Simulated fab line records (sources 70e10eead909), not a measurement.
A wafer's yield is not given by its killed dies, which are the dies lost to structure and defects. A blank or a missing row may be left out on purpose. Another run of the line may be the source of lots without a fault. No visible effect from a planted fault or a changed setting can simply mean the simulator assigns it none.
fab line records    flow nandHarc
[record] lots = 11  wafers = 33  lastDay = 24
route steps=1159 shown P_START@1 P_ZERO_WELL@26 END@1159
lots untouched by any fault: they come from a run of this same line in which no faults occurred
startH: start of the lot's first displayed wafer, in hours after the record's first day    waitH: hours since the lot's step before    " as in the row above    L1.1+2: several wafers, shown together as one row    - either no value or no given start    * or withheld: withheld    < > ~ a bound
route shown NAME@n: a module of which the file shows steps, and the number in the route of the first    usual: average and standard deviation across the fault-free wafers    same: alike in all rows    chamber/n: place in a boat    sites: each site's reading    _std_site: the standard deviation of these    _edge_site: inner sites' mean taken away from outer sites' mean    radiusMm: how far each site lies from the wafer's centre    mask NAME#n: copy n    behind: the most recent tool/chamber to have shaped the wafer    hold: what put the lot on hold/how long, in hours/how the hold closed    device: whichever transistor did not switch (one of n, p or np)    end of line: the route-end tests of the same wafers    step lacking rows: just its recipe    killed: dies that structure and defects cost at the first sort, which is not the same as the wafer's yield    map: per-die view of a wafer (x killed, . not killed, _ where there is no die)
set.NAME: the setting that was run; set.NAME@STEP: the one run at that earlier step    model.NAME: the simulator's own value behind a step, which no gauge read
route steps across a sampled set of lots; one table per step, one row per wafer
services: a tool's chamber out of use, with start hour (startH, from the record's first day; less than 0 if before it), hours out, and reason
[[steps]]
[step NHARC_P_START_INSPECT_01]
[usual] rawDefectCount = 3.4/1.8
lot.wafer  tool              chamber  startH  waitH  rawDefectCount
L492.2     defectInspect-02  -        36.04   -      5
L492.3     "                 -        "       "      3
L492.6     "                 -        "       "      1
L493.1     defectInspect-02  -        42.04   -      4
L493.4     "                 -        "       "      7
L493.6     "                 -        "       "      2
L495.1     defectInspect-01  -        54.04   -      2
L495.4     "                 -        "       "      1
L495.6     "                 -        "       "      2
L496.2     defectInspect-01  -        60.04   -      4
L496.3     "                 -        "       "      4
L496.4     "                 -        "       "      2
L500.3     defectInspect-02  -        84.04   -      3
L500.5     "                 -        "       "      2
L500.6     "                 -        "       "      2
L502.1     defectInspect-01  -        96.04   -      3
L502.2     "                 -        "       "      4
L502.4     "                 -        "       "      1
L504.1     defectInspect-02  -        108.04  -      2
L504.4     "                 -        "       "      4
L504.6     "                 -        "       "      1
L505.1     defectInspect-01  -        114.04  -      3
L505.2     "                 -        "       "      3
L505.3     "                 -        "       "      4
L506.1     defectInspect-02  -        120.03  -      4
L506.3     "                 -        "       "      2
L506.4     "                 -        "       "      1
L508.2     defectInspect-01  -        132.04  -      3
L508.4     "                 -        "       "      3
L508.6     "                 -        "       "      2
L511.1     defectInspect-01  -        150.04  -      6
L511.2     "                 -        "       "      6
L511.5     "                 -        "       "      6
[step NHARC_P_ZERO_WELL_EXPOSE_21]
[recipe] na = 0.6  targetCdNm = 720  doseMj = 22.31  maskId = P_NWELL
[usual] reticleTempC = 23.01/0.096
lot.wafer  tool           chamber  startH  waitH  mask       reticleTempC
L492.2     krfScanner-03  0        38.43   -      P_NWELL#0  22.85
L492.3     "              0        "       "      P_NWELL#0  23.04
L492.6     "              0        "       "      P_NWELL#0  22.90
L493.1     krfScanner-02  0        44.34   -      P_NWELL#0  23.07
L493.4     "              0        "       "      P_NWELL#0  22.99
L493.6     "              0        "       "      P_NWELL#0  22.96
L495.1     krfScanner-04  0        56.38   -      P_NWELL#0  23.00
L495.4     "              0        "       "      P_NWELL#0  23.00
L495.6     "              0        "       "      P_NWELL#0  23.08
L496.2     krfScanner-04  0        62.31   -      P_NWELL#0  23.15
L496.3     "              0        "       "      P_NWELL#0  22.94
L496.4     "              0        "       "      P_NWELL#0  22.98
L500.3     krfScanner-03  0        86.32   -      P_NWELL#0  23.16
L500.5     "              0        "       "      P_NWELL#0  22.99
L500.6     "              0        "       "      P_NWELL#0  22.99
L502.1     krfScanner-04  0        98.43   -      P_NWELL#0  23.01
L502.2     "              0        "       "      P_NWELL#0  22.92
L502.4     "              0        "       "      P_NWELL#0  23.10
L504.1     krfScanner-04  0        110.38  -      P_NWELL#0  22.86
L504.4     "              0        "       "      P_NWELL#0  22.90
L504.6     "              0        "       "      P_NWELL#0  22.91
L505.1     krfScanner-03  0        116.30  -      P_NWELL#0  23.01
L505.2     "              0        "       "      P_NWELL#0  23.12
L505.3     "              0        "       "      P_NWELL#0  23.11
L506.1     krfScanner-04  0        122.50  -      P_NWELL#0  23.31
L506.3     "              0        "       "      P_NWELL#0  23.08
L506.4     "              0        "       "      P_NWELL#0  22.99
L508.2     krfScanner-04  0        134.45  -      P_NWELL#0  23.13
L508.4     "              0        "       "      P_NWELL#0  23.02
L508.6     "              0        "       "      P_NWELL#0  23.01
L511.1     krfScanner-02  0        152.42  -      P_NWELL#0  23.03
L511.2     "              0        "       "      P_NWELL#0  22.97
L511.5     "              0        "       "      P_NWELL#0  22.99
[step NHARC_P_ZERO_WELL_CD_MEAS_24]
[recipe] targetCdNm = 720  landingEnergyEv = 500
[usual] cdNm = 720.1/1.6
lot.wafer  tool      chamber  startH  waitH  hold                     cdNm
L492.2     cdSem-03  0        38.60   -      -                        720.9
L492.3     "         0        "       "      -                        722.0
L492.6     "         0        "       "      -                        721.3
L493.1     cdSem-03  0        44.51   -      -                        723.6
L493.4     "         0        "       "      -                        723.4
L493.6     "         0        "       "      -                        722.9
L495.1     cdSem-01  0        56.54   -      -                        718.5
L495.4     "         0        "       "      -                        718.3
L495.6     "         0        "       "      -                        718.9
L496.2     cdSem-03  0        62.47   -      -                        720.0
L496.3     "         0        "       "      -                        722.0
L496.4     "         0        "       "      -                        721.2
L500.3     cdSem-02  0        86.47   -      -                        719.9
L500.5     "         0        "       "      -                        717.4
L500.6     "         0        "       "      -                        719.6
L502.1     cdSem-02  0        98.59   -      -                        719.7
L502.2     "         0        "       "      -                        719.5
L502.4     "         0        "       "      -                        719.6
L504.1     cdSem-02  0        110.54  -      -                        719.4
L504.4     "         0        "       "      -                        721.4
L504.6     "         0        "       "      -                        721.9
L505.1     cdSem-02  0        116.46  -      -                        721.8
L505.2     "         0        "       "      -                        720.7
L505.3     "         0        "       "      -                        721.1
L506.1     cdSem-03  0        122.66  -      awaitDispo/0.2h/release  816.4
L506.3     "         0        "       "      awaitDispo/0.2h/release  817.7
L506.4     "         0        "       "      awaitDispo/0.2h/release  768.3
L506.1     cdSem-03  0        -       -      -                        817.1
L506.3     "         0        "       "      -                        817.8
L506.4     "         0        "       "      -                        768.1
L508.2     cdSem-01  0        134.60  -      awaitDispo/0.2h/release  740.6
L508.4     "         0        "       "      awaitDispo/0.2h/release  755.2
L508.6     "         0        "       "      awaitDispo/0.2h/release  748.6
L508.2     cdSem-01  0        -       -      -                        740.9
L508.4     "         0        "       "      -                        754.9
L508.6     "         0        "       "      -                        748.4
L511.1     cdSem-03  0        152.58  -      -                        722.0
L511.2     "         0        "       "      -                        720.9
L511.5     "         0        "       "      -                        719.1
[step NHARC_P_ZERO_WELL_DESCUM_26]
[recipe] timeS = 3  o2FlowSccm = 200  arFlowSccm = 0  biasPowerW = 0  chemistry = O2
[usual] drypumpMotorCurrentA = 6.0/0.34  oesProductAu = 1.003/0.0071  rfVppV = 57.8/0.94  showerheadPlenumPTorr = 1.91/0.099  throttleValvePct = 11.311/0.0091
lot.wafer  tool        chamber  startH  waitH  drypumpMotorCurrentA  oesProductAu  rfHoursCounterH  rfVppV  showerheadPlenumPTorr  throttleValvePct
L492.3     rieDiel-13  1        38.76   -      5.6                   0.993         9                59.5    1.85                   11.309
L492.2     "           2        "       "      6.4                   1.009         8                58.6    2.01                   11.324
L492.6     "           1        "       "      5.6                   1.009         -                58.2    1.85                   11.306
L493.1     rieDiel-13  0        44.68   -      6.1                   1.009         9                56.2    1.79                   11.299
L493.4     "           2        "       "      6.3                   1.001         9                59.5    2.01                   11.304
L493.6     "           0        "       "      6.1                   1.008         -                56.9    1.79                   11.326
L495.4     rieDiel-13  1        56.70   -      5.6                   0.989         9                57.4    1.85                   11.309
L495.1     "           3        "       "      6.5                   1.006         9                59.2    1.93                   11.293
L495.6     "           2        "       "      6.3                   0.999         -                57.3    2.01                   11.290
L496.4     rieDiel-08  2        62.63   -      5.6                   1.007         6                57.8    1.81                   11.298
L496.3     "           3        "       "      6.2                   0.991         7                58.5    2.07                   11.309
L496.2     "           0        "       "      5.7                   1.003         7                56.5    1.82                   11.302
L500.3     rieDiel-08  2        86.63   -      5.6                   1.005         9                56.9    1.81                   11.307
L500.6     "           1        "       "      6.3                   1.010         -                58.2    2.05                   11.314
L500.5     "           2        "       "      5.6                   1.020         -                58.2    1.81                   11.317
L502.1     rieDiel-13  2        98.75   -      6.3                   1.016         13               58.0    2.01                   11.300
L502.2     "           0        "       "      6.0                   1.007         14               57.7    1.79                   11.313
L502.4     "           2        "       "      6.3                   1.013         -                58.7    2.01                   11.304
L504.1     rieDiel-13  1        110.74  -      5.6                   1.001         0                57.4    1.85                   11.300
L504.4     "           2        "       "      6.3                   0.995         -                58.6    2.01                   11.308
L504.6     "           1        "       "      5.6                   0.991         -                57.2    1.85                   11.326
L505.3     rieDiel-13  0        116.62  -      6.1                   1.006         0                57.8    1.79                   11.321
L505.2     "           1        "       "      5.6                   1.010         0                58.8    1.85                   11.323
L505.1     "           2        "       "      6.4                   1.006         0                57.3    2.01                   11.319
L506.1     rieDiel-13  0        127.40  -      6.0                   1.006         1                57.3    1.79                   11.313
L506.3     "           2        "       "      6.4                   0.999         1                57.6    2.01                   11.307
L506.4     "           3        "       "      6.6                   1.008         0                57.4    1.93                   11.311
L508.2     rieDiel-11  3        136.03  -      6.4                   1.004         5                59.5    1.94                   11.324
L508.4     "           1        "       "      5.5                   0.993         6                58.5    2.03                   11.327
L508.6     "           2        "       "      5.9                   1.004         -                57.4    1.86                   11.320
L511.2     rieDiel-08  3        152.76  -      6.2                   0.993         2                57.8    2.07                   11.330
L511.1     "           0        "       "      5.7                   1.005         2                56.6    1.82                   11.319
L511.5     "           1        "       "      6.3                   1.013         -                58.4    2.05                   11.322
[step NHARC_P_ZERO_WELL_DESCUM_54]
[recipe] timeS = 3  o2FlowSccm = 200  arFlowSccm = 0  biasPowerW = 0  chemistry = O2
[usual] drypumpMotorCurrentA = 6.0/0.35  oesProductAu = 1.002/0.008  rfVppV = 57.8/0.99  showerheadPlenumPTorr = 1.92/0.098  throttleValvePct = 11.311/0.0094
lot.wafer  tool        chamber  startH  waitH  drypumpMotorCurrentA  oesProductAu  rfHoursCounterH  rfVppV  showerheadPlenumPTorr  throttleValvePct
L492.3     rieDiel-13  3        41.96   -      6.6                   1.010         8                58.9    1.93                   11.336
L492.2     "           0        "       "      6.1                   1.002         9                56.5    1.79                   11.310
L492.6     "           2        "       "      6.4                   1.008         -                58.4    2.01                   11.319
L493.4     rieDiel-13  0        47.76   -      6.1                   1.003         10               57.2    1.79                   11.317
L493.1     "           1        "       "      5.7                   0.999         9                57.9    1.85                   11.311
L493.6     "           3        "       "      6.5                   1.019         -                56.9    1.93                   11.309
L495.1     rieDiel-08  2        59.98   -      5.6                   1.007         6                55.8    1.81                   11.321
L495.4     "           1        "       "      6.3                   0.995         7                59.4    2.05                   11.310
L495.6     "           3        "       "      6.2                   1.007         -                57.3    2.07                   11.305
L496.3     rieDiel-13  3        65.84   -      6.5                   1.010         10               57.2    1.93                   11.308
L496.2     "           0        "       "      6.1                   1.003         10               56.6    1.79                   11.318
L496.4     "           3        "       "      6.5                   1.017         -                56.5    1.93                   11.306
L500.3     rieDiel-08  3        89.84   -      6.2                   1.001         9                59.7    2.07                   11.311
L500.5     "           0        "       "      5.7                   1.003         -                57.3    1.82                   11.310
L500.6     "           1        "       "      6.3                   1.014         -                59.0    2.05                   11.324
L502.4     rieDiel-08  3        101.86  -      6.2                   1.005         10               58.3    2.07                   11.309
L502.2     "           0        "       "      5.8                   1.000         11               57.5    1.82                   11.302
L502.1     "           1        "       "      6.4                   1.000         10               58.1    2.05                   11.305
L504.1     rieDiel-11  3        113.92  -      6.5                   0.997         4                57.1    1.94                   11.326
L504.4     "           1        "       "      5.5                   0.998         4                58.5    2.03                   11.296
L504.6     "           3        "       "      6.4                   0.999         -                58.5    1.94                   11.304
L505.1     rieDiel-13  1        119.83  -      5.6                   1.000         0                58.9    1.85                   11.297
L505.2     "           2        "       "      6.4                   0.994         0                59.2    2.01                   11.317
L505.3     "           3        "       "      6.5                   0.989         0                58.0    1.93                   11.312
L506.3     rieDiel-11  0        138.40  -      5.7                   1.004         5                56.5    1.85                   11.300
L506.1     "           1        "       "      5.5                   0.981         5                58.8    2.03                   11.313
L506.4     "           2        "       "      5.8                   0.999         4                56.9    1.86                   11.311
L508.4     rieDiel-11  1        139.21  -      5.5                   0.992         6                58.6    2.03                   11.318
L508.2     "           0        "       "      5.7                   1.010         5                57.0    1.85                   11.293
L508.6     "           1        "       "      5.5                   0.998         -                58.8    2.03                   11.287
L511.1     rieDiel-08  1        155.96  -      6.3                   1.002         2                57.6    2.05                   11.304
L511.2     "           3        "       "      6.2                   0.997         2                58.8    2.07                   11.305
L511.5     "           2        "       "      5.6                   1.008         -                58.1    1.81                   11.300
[step NHARC_END_SORT_01]
[recipe] tempC = 25
[usual] killedAtArray = 28/8.9  killedAtOther = 0.8/1.2  killedAtPeriphery = 3.3/2.3  killedDies = 32/9.4  killedOpen = 3.2/1.8  killedShort = 1.9/1.4
[same] grossDies = 677
lot.wafer  tool       chamber  startH  waitH  hold                     killedAtArray  killedAtOther  killedAtPeriphery  killedDies  killedOpen  killedShort
L492.2     prober-02  0        467.78  2.8    -                        19             0              4                  23          2           2
L492.3     prober-02  0        468.59  3.1    -                        26             1              7                  34          1           1
L492.6     prober-02  0        471.02  4.0    -                        20             0              8                  28          4           2
L493.1     prober-01  0        477.08  2.5    -                        20             0              1                  21          1           1
L493.4     prober-01  0        479.45  3.4    -                        16             1              2                  19          1           2
L493.6     prober-01  0        481.03  4.0    -                        20             0              2                  22          2           2
L495.1     prober-02  0        494.77  2.5    -                        23             0              4                  27          2           5
L495.4     prober-02  0        497.17  3.4    -                        28             0              7                  35          5           2
L495.6     prober-02  0        498.78  4.0    -                        17             0              3                  20          5           0
L496.2     prober-02  0        511.23  2.8    -                        28             0              7                  35          5           3
L496.3     prober-02  0        512.03  3.1    -                        33             0              4                  37          6           1
L496.4     prober-02  0        512.83  3.4    -                        37             0              4                  41          3           4
L502.1     prober-01  0        517.53  2.5    -                        35             0              1                  36          4           3
L502.2     prober-01  0        518.32  2.8    -                        24             2              4                  30          5           2
L502.4     prober-01  0        519.91  3.4    -                        33             1              2                  36          4           5
L500.3     prober-02  0        530.97  3.1    -                        32             6              1                  39          3           3
L500.5     prober-02  0        532.59  3.7    -                        38             5              6                  49          2           2
L500.6     prober-02  0        533.40  4.0    -                        42             4              8                  54          3           1
L504.1     prober-01  0        533.03  2.5    -                        35             4              9                  48          5           0
L504.4     prober-01  0        535.45  3.4    -                        32             3              8                  43          3           2
L504.6     prober-01  0        537.07  4.0    -                        26             5              7                  38          1           3
L505.1     prober-02  0        556.73  2.5    -                        28             0              10                 38          1           2
L505.2     prober-02  0        557.53  2.8    -                        35             0              2                  37          5           0
L505.3     prober-02  0        558.34  3.1    -                        32             0              4                  36          3           0
L506.1     prober-01  0        559.67  2.5    awaitDispo/4.0h/release  37             1              89                 127         4           4
L506.3     prober-01  0        561.26  3.1    awaitDispo/4.0h/release  32             0              60                 92          2           1
L506.4     prober-01  0        562.06  3.4    awaitDispo/4.0h/release  43             1              3                  47          3           5
L511.1     prober-01  0        567.48  2.5    -                        26             0              3                  29          5           0
L511.2     prober-01  0        568.28  2.8    -                        30             0              2                  32          4           1
L511.5     prober-01  0        570.66  3.7    -                        29             0              2                  31          1           5
L508.2     prober-02  0        581.56  2.8    -                        35             0              2                  37          1           3
L508.4     prober-02  0        583.17  3.4    -                        43             0              2                  45          6           2
L508.6     prober-02  0        584.77  4.0    -                        34             0              2                  36          2           0
// killed by level:class
L492.2 A_CHANNEL_HOLE_D1:chamberFilmFlake=10 A_ZERO_WELL:chamberFilmFlake=4 A_STAIRCASE:chamberFilmFlake=3 P_GATE:chamberFilmFlake=2 P_GATE:geometricParticle:open=1 P_M0:geometricParticle:short=1 A_WL_FILL:geometricParticle:short=1 A_CONTACT:geometricParticle:open=1
L492.3 A_CHANNEL_HOLE_D1:chamberFilmFlake=17 A_ZERO_WELL:chamberFilmFlake=4 P_GATE:chamberFilmFlake=3 A_STAIRCASE:chamberFilmFlake=2 P_CONTACT:geometricParticle:open=1 P_M1:geometricParticle:short=1 P_ZERO_WELL:chamberFilmFlake=1 P_BONDPAD:chamberFilmFlake=1
L492.6 A_CHANNEL_HOLE_D1:chamberFilmFlake=15 P_GATE:chamberFilmFlake=4 P_GATE:geometricParticle:open=1 P_CONTACT:geometricParticle:open=1 A_CHANNEL_FILL_D1:geometricParticle:short=1 A_SGD_CUT:geometricParticle:open=1 A_CONTACT:geometricParticle:open=1 A_M1:geometricParticle:short=1
L493.1 A_CHANNEL_HOLE_D1:chamberFilmFlake=6 A_SLIT:chamberFilmFlake=6 A_CONTACT:chamberFilmFlake=5 A_CONTACT:geometricParticle:open=1 A_M1:geometricParticle:short=1 P_ZERO_WELL:chamberFilmFlake=1 A_STAIRCASE:chamberFilmFlake=1
L493.4 A_SLIT:chamberFilmFlake=10 A_CONTACT:chamberFilmFlake=2 A_BLC:geometricParticle:open=1 A_BONDPAD:geometricParticle:short=1 P_ZERO_WELL:chamberFilmFlake=1 P_GATE:chamberFilmFlake=1 STARTING-WAFER:geometricParticle:short=1 A_ZERO_WELL:chamberFilmFlake=1
L493.6 A_SLIT:chamberFilmFlake=8 A_CONTACT:chamberFilmFlake=3 P_ZERO_WELL:chamberFilmFlake=2 A_CHANNEL_HOLE_D1:chamberFilmFlake=2 A_ONON_D1:geometricParticle:short=1 A_CHANNEL_HOLE_D1:geometricParticle:open=1 A_WL_FILL:geometricParticle:short=1 A_M0:geometricParticle:open=1
L495.1 A_CHANNEL_HOLE_D1:chamberFilmFlake=17 P_GATE:geometricParticle:short=1 P_CONTACT:geometricParticle:open=1 A_ONON_D1:geometricParticle:short=1 A_CHANNEL_HOLE_D1:geometricParticle:short=1 A_CHANNEL_FILL_D1:geometricParticle:short=1 A_WL_FILL:geometricParticle:short=1 A_WL_FILL:geometricParticle:open=1
L495.4 A_CHANNEL_HOLE_D1:chamberFilmFlake=17 A_STAIRCASE:chamberFilmFlake=3 P_CONTACT:geometricParticle:short=2 A_CONTACT:geometricParticle:open=2 A_CONTACT:chamberFilmFlake=2 P_M0:geometricParticle:open=1 A_ONON_D1:geometricParticle:open=1 A_WL_FILL:geometricParticle:open=1
L495.6 A_CHANNEL_HOLE_D1:chamberFilmFlake=10 P_STI:geometricParticle:open=1 A_CHANNEL_HOLE_D1:geometricParticle:open=1 A_CHANNEL_FILL_D1:geometricParticle:open=1 A_WL_FILL:geometricParticle:open=1 A_CONTACT:geometricParticle:open=1 P_ZERO_WELL:chamberFilmFlake=1 P_M0:chamberFilmFlake=1
L496.2 A_SLIT:chamberFilmFlake=13 A_CHANNEL_HOLE_D1:chamberFilmFlake=7 A_CONTACT:chamberFilmFlake=4 P_M0:geometricParticle:open=2 P_GATE:geometricParticle:open=1 P_GATE:geometricParticle:short=1 P_M0:geometricParticle:short=1 A_SGD_CUT:geometricParticle:open=1
L496.3 A_SLIT:chamberFilmFlake=11 A_CHANNEL_HOLE_D1:chamberFilmFlake=10 A_CONTACT:chamberFilmFlake=3 P_ZERO_WELL:chamberFilmFlake=2 A_ZERO_WELL:chamberFilmFlake=2 P_M0:geometricParticle:open=1 A_ONON_D1:geometricParticle:open=1 A_WL_FILL:geometricParticle:open=1
L496.4 A_SLIT:chamberFilmFlake=13 A_CHANNEL_HOLE_D1:chamberFilmFlake=9 A_STAIRCASE:chamberFilmFlake=5 A_ZERO_WELL:chamberFilmFlake=3 A_CHANNEL_FILL_D1:geometricParticle:short=2 P_GATE:chamberFilmFlake=2 A_ONON_D1:geometricParticle:open=1 A_CHANNEL_FILL_D1:geometricParticle:open=1
L502.1 A_CHANNEL_HOLE_D1:chamberFilmFlake=19 A_STAIRCASE:chamberFilmFlake=6 A_CONTACT:chamberFilmFlake=3 A_ONON_D1:geometricParticle:short=2 A_CONTACT:geometricParticle:open=2 A_SOURCE_PLATE:geometricParticle:open=1 A_CHANNEL_FILL_D1:geometricParticle:short=1 A_STAIRCASE:geometricParticle:open=1
L502.2 A_CHANNEL_HOLE_D1:chamberFilmFlake=12 A_STAIRCASE:chamberFilmFlake=3 A_CHANNEL_FILL_D1:geometricParticle:open=2 A_CONTACT:chamberFilmFlake=2 THIN_TSV:chamberFilmFlake=2 P_CONTACT:geometricParticle:short=1 P_CONTACT:geometricParticle:open=1 A_SOURCE_PLATE:geometricParticle:open=1
L502.4 A_CHANNEL_HOLE_D1:chamberFilmFlake=21 A_STAIRCASE:chamberFilmFlake=5 A_ONON_D1:geometricParticle:open=2 A_CHANNEL_FILL_D1:geometricParticle:short=2 P_CONTACT:geometricParticle:short=1 A_CHANNEL_HOLE_D1:geometricParticle:open=1 A_WL_FILL:geometricParticle:short=1 A_WL_FILL:geometricParticle:open=1
L500.3 A_CHANNEL_HOLE_D1:chamberFilmFlake=15 A_STAIRCASE:chamberFilmFlake=7 A_CONTACT:chamberFilmFlake=5 THIN_TSV:chamberFilmFlake=5 A_CONTACT:geometricParticle:short=2 A_SOURCE_PLATE:geometricParticle:open=1 A_ONON_D1:geometricParticle:short=1 A_WL_FILL:geometricParticle:open=1
L500.5 A_CHANNEL_HOLE_D1:chamberFilmFlake=21 A_CONTACT:chamberFilmFlake=7 THIN_TSV:chamberFilmFlake=5 A_STAIRCASE:chamberFilmFlake=5 P_M0:chamberFilmFlake=3 P_CONTACT:geometricParticle:open=1 P_M0:geometricParticle:open=1 A_ONON_D1:geometricParticle:short=1
L504.1 A_CHANNEL_HOLE_D1:chamberFilmFlake=25 P_GATE:chamberFilmFlake=6 THIN_TSV:chamberFilmFlake=4 A_CONTACT:geometricParticle:open=3 A_CONTACT:chamberFilmFlake=3 P_ZERO_WELL:chamberFilmFlake=2 A_SOURCE_PLATE:geometricParticle:open=1 A_M0:geometricParticle:open=1
L500.6 A_CHANNEL_HOLE_D1:chamberFilmFlake=18 A_STAIRCASE:chamberFilmFlake=10 A_CONTACT:chamberFilmFlake=8 THIN_TSV:chamberFilmFlake=4 P_STI:chamberFilmFlake=3 P_M0:chamberFilmFlake=3 A_CONTACT:geometricParticle:open=2 A_ONON_D1:geometricParticle:open=1
L504.4 A_CHANNEL_HOLE_D1:chamberFilmFlake=17 P_GATE:chamberFilmFlake=7 A_STAIRCASE:chamberFilmFlake=7 A_CONTACT:chamberFilmFlake=4 THIN_TSV:chamberFilmFlake=3 P_ZERO_WELL:geometricParticle:open=1 A_CHANNEL_HOLE_D1:geometricParticle:short=1 A_CHANNEL_FILL_D1:geometricParticle:open=1
L504.6 A_CHANNEL_HOLE_D1:chamberFilmFlake=17 P_GATE:chamberFilmFlake=6 THIN_TSV:chamberFilmFlake=5 A_STAIRCASE:chamberFilmFlake=4 A_CONTACT:chamberFilmFlake=2 P_M0:geometricParticle:short=1 A_CONTACT:geometricParticle:short=1 A_CONTACT:geometricParticle:open=1
L505.1 A_CHANNEL_HOLE_D1:chamberFilmFlake=20 P_GATE:chamberFilmFlake=6 A_CONTACT:chamberFilmFlake=5 A_STAIRCASE:chamberFilmFlake=2 P_CONTACT:geometricParticle:short=1 P_M0:geometricParticle:short=1 A_CONTACT:geometricParticle:open=1 P_M1:chamberFilmFlake=1
L505.2 A_CHANNEL_HOLE_D1:chamberFilmFlake=17 A_CONTACT:chamberFilmFlake=9 A_STAIRCASE:chamberFilmFlake=4 A_M0:geometricParticle:open=2 P_M1:chamberFilmFlake=2 A_CHANNEL_HOLE_D1:geometricParticle:open=1 A_CHANNEL_FILL_D1:geometricParticle:open=1 A_SGD_CUT:geometricParticle:open=1
L505.3 A_CHANNEL_HOLE_D1:chamberFilmFlake=15 A_CONTACT:chamberFilmFlake=11 P_M1:chamberFilmFlake=2 A_STAIRCASE:chamberFilmFlake=2 P_GATE:geometricParticle:open=1 A_BLC:geometricParticle:open=1 A_M0:geometricParticle:open=1 P_ZERO_WELL:chamberFilmFlake=1
L506.1 P_ZERO_WELL:areaExpose=87 A_CHANNEL_HOLE_D1:chamberFilmFlake=8 A_SLIT:chamberFilmFlake=8 A_STAIRCASE:chamberFilmFlake=7 A_CONTACT:chamberFilmFlake=3 A_M0:chamberFilmFlake=3 A_SOURCE_PLATE:geometricParticle:short=2 A_SOURCE_PLATE:geometricParticle:open=1
L506.3 P_ZERO_WELL:areaExpose=59 A_SLIT:chamberFilmFlake=19 A_CHANNEL_HOLE_D1:chamberFilmFlake=5 A_STAIRCASE:chamberFilmFlake=3 A_CONTACT:chamberFilmFlake=2 P_CONTACT:geometricParticle:open=1 A_WL_FILL:geometricParticle:open=1 A_M0:geometricParticle:short=1
L506.4 A_SLIT:chamberFilmFlake=17 A_CHANNEL_HOLE_D1:chamberFilmFlake=11 A_STAIRCASE:chamberFilmFlake=3 A_CONTACT:chamberFilmFlake=3 A_SOURCE_PLATE:geometricParticle:short=2 A_M0:chamberFilmFlake=2 P_CONTACT:geometricParticle:short=1 A_SOURCE_PLATE:geometricParticle:open=1
L511.1 A_SLIT:chamberFilmFlake=14 A_CHANNEL_HOLE_D1:chamberFilmFlake=6 A_CONTACT:geometricParticle:open=2 P_GATE:geometricParticle:open=1 A_ONON_D1:geometricParticle:open=1 A_CHANNEL_FILL_D1:geometricParticle:open=1 P_GATE:chamberFilmFlake=1 P_BONDPAD:chamberFilmFlake=1
L511.2 A_SLIT:chamberFilmFlake=18 A_CHANNEL_HOLE_D1:chamberFilmFlake=3 A_CONTACT:geometricParticle:open=2 A_CHANNEL_FILL_D1:chamberFilmFlake=2 A_WL_FILL:geometricParticle:open=1 A_BLC:geometricParticle:short=1 A_M0:geometricParticle:open=1 P_GATE:chamberFilmFlake=1
L511.5 A_SLIT:chamberFilmFlake=16 A_CHANNEL_HOLE_D1:chamberFilmFlake=4 A_CONTACT:chamberFilmFlake=3 P_STI:geometricParticle:short=1 A_ONON_D1:geometricParticle:short=1 A_ONON_D1:geometricParticle:open=1 A_CHANNEL_FILL_D1:geometricParticle:short=1 A_CONTACT:geometricParticle:short=1
L508.2 A_SLIT:chamberFilmFlake=18 A_CHANNEL_HOLE_D1:chamberFilmFlake=7 A_CONTACT:chamberFilmFlake=5 A_BLC:chamberFilmFlake=2 P_CONTACT:geometricParticle:short=1 A_SGD_CUT:geometricParticle:short=1 A_M0:geometricParticle:open=1 A_M1:geometricParticle:short=1
L508.4 A_SLIT:chamberFilmFlake=16 A_CONTACT:chamberFilmFlake=9 A_BLC:chamberFilmFlake=5 A_CHANNEL_HOLE_D1:chamberFilmFlake=4 A_ONON_D1:geometricParticle:short=2 A_CONTACT:geometricParticle:open=2 A_BLC:geometricParticle:open=2 A_SGD_CUT:geometricParticle:open=1
L508.6 A_SLIT:chamberFilmFlake=15 A_CHANNEL_HOLE_D1:chamberFilmFlake=6 A_CONTACT:chamberFilmFlake=5 A_BLC:chamberFilmFlake=5 A_ONON_D1:geometricParticle:open=2 P_STI:chamberFilmFlake=1 P_GATE:chamberFilmFlake=1 A_STAIRCASE:chamberFilmFlake=1
[[services]]
tool           chamber  startH  hours  kind
rieDiel-13     0        29.00   -      clean
rieDiel-13     1        29.00   -      clean
rieDiel-13     2        29.00   -      clean
rieDiel-13     3        29.00   -      clean
krfScanner-04  -        29.03   3.6    repair
krfScanner-02  -        38.02   4.0    pm
rieDiel-13     0        53.50   -      clean
rieDiel-13     1        53.50   -      clean
rieDiel-13     2        53.50   -      clean
rieDiel-13     3        53.50   -      clean
rieDiel-11     -        55.18   41.2   repair
rieDiel-13     1        62.11   11.5   repair
krfScanner-04  -        63.52   0.7    repair
krfScanner-03  -        71.18   0.1    repair
krfScanner-03  -        75.31   3.1    repair
rieDiel-13     0        78.00   -      clean
rieDiel-13     1        78.00   -      clean
rieDiel-13     2        78.00   -      clean
rieDiel-13     3        78.00   -      clean
rieDiel-13     3        83.73   34.6   repair
rieDiel-13     -        99.00   9.0    pm
rieDiel-08     -        124.84  9.0    pm
krfScanner-04  -        126.00  4.0    pm
rieDiel-13     3        155.39  2.8    repair
[[key]]
[firstSign] step = NHARC_P_ZERO_WELL_CD_MEAS_24  reading = visit  direction = added
[effect] step = NHARC_P_ZERO_WELL_CD_MEAS_24  reading = cdNm  direction = up  sigmas = 34  usual = 720.1  struck = 774.5
[effect] step = NHARC_END_SORT_01  reading = killedAtPeriphery  direction = up  sigmas = 10  usual = 3.3  struck = 26.3  wafersMoved = 2
[moreKillsBornAt] NHARC_P_ZERO_WELL_EXPOSE_21@krfScanner-04 = 147
metAt NHARC_P_ZERO_WELL_EXPOSE_21
struckLots L506,L508
testerLeftOut L506,L508
notActingAt NHARC_P_START_INSPECT_01,NHARC_P_ZERO_WELL_DESCUM_26,NHARC_P_ZERO_WELL_DESCUM_54
onsetBetween 110.38 122.50
[fault] kind = processParameterDrift  tool = krfScanner-04  chamber = -  onsetH = 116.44  steps = NHARC_P_ZERO_WELL_EXPOSE_21  channel = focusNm  offset = 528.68  spreadByWafer = 0.3  shape = step  endH = 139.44
// testerLeftOut: of these lots the tester's yield and bins aren't shown, on N5 and GAA mostly nor the transistor test; their killed dies are dies lost to structure and defects alone, not to doping, threshold or leakage, so they don't give the yield
